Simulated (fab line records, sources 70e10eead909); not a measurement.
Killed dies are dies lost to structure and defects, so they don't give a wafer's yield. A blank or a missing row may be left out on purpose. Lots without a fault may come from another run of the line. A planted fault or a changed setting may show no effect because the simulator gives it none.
One fault seen from 2 desks | flow nand_harc | each desk has only its own numbers; what lay behind them comes last

THE METROLOGY DESK
What the gauges read, lot by lot, whatever tool the lot ran on: means of the sampled wafers that have a number. A lot is out of limits, marked OUT, if its mean lies more than 4 standard deviations from the usual mean; the brackets give that distance.
Columns: A = thk_nm at NHARC_A_ONON_D1_THK_MEAS_27, usual 1002 nm; B = thk_nm at NHARC_A_ONON_D1_THK_MEAS_30, usual 1002 nm
lot  | first seen here | A    | B
L367 | day 8 16:37     | 1003 | 993
L369 | day 9 08:52     | 1021 | 1006
L374 | day 11 15:31    | 993  | 999
L379 | day 13 12:01    | 1003 | 1170 (+20) OUT
L380 | day 14 08:16    | 999  | 1180 (+21) OUT
L381 | day 14 08:24    | 991  | 995
L382 | day 14 18:55    | 1005 | 999
L383 | day 15 03:43    | 992  | 978
L384 | day 15 15:15    | 1000 | 995
L385 | day 16 09:38    | 1007 | 1002
L387 | day 17 03:57    | 1000 | 1012
L388 | day 17 11:44    | 1015 | 1006
This desk's finding: out of limits on L379, L380; first on L379, day 13 12:35 (thk_nm at NHARC_A_ONON_D1_THK_MEAS_30). In limits: L367, L369, L374, L381, L382, L383, L384, L385, L387, L388.

THE TOOL OWNER'S DESK: pecvd_onon-03
The tool's own readings at NHARC_A_ONON_D1_DEP_28 (target thk 1000 nm): means of the sampled wafers that have a number, for each lot that ran on this tool. A lot is out of limits, marked OUT, if its mean lies more than 4 standard deviations from the usual mean; the brackets give that distance.
Columns: A = n2o_flow_sccm at NHARC_A_ONON_D1_DEP_28, usual 2000 sccm
lot  | first seen here | A
L367 | day 8 16:47     | 2002
L374 | day 11 15:42    | 2001
L379 | day 13 12:11    | 1996
L380 | day 14 08:26    | 2001
This desk's finding: nothing out of limits on any of the 4 lots.

PUT TOGETHER
The metrology desk could have raised an alarm at day 13 12:35, on L379, L380.
The tool owner's desk saw nothing out of limits.
The tool owner's desk has L379, L380 on record, within its limits.
Of the lots named, all ran NHARC_A_ONON_D1_DEP_28 on pecvd_onon-03.

WHAT THE SIMULATOR HAD PUT IN
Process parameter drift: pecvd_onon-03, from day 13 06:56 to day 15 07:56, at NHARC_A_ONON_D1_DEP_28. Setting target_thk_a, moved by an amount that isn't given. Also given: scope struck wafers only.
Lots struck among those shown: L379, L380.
Hours from the fault's start to each desk's first reading out of limits: the metrology desk, 6.
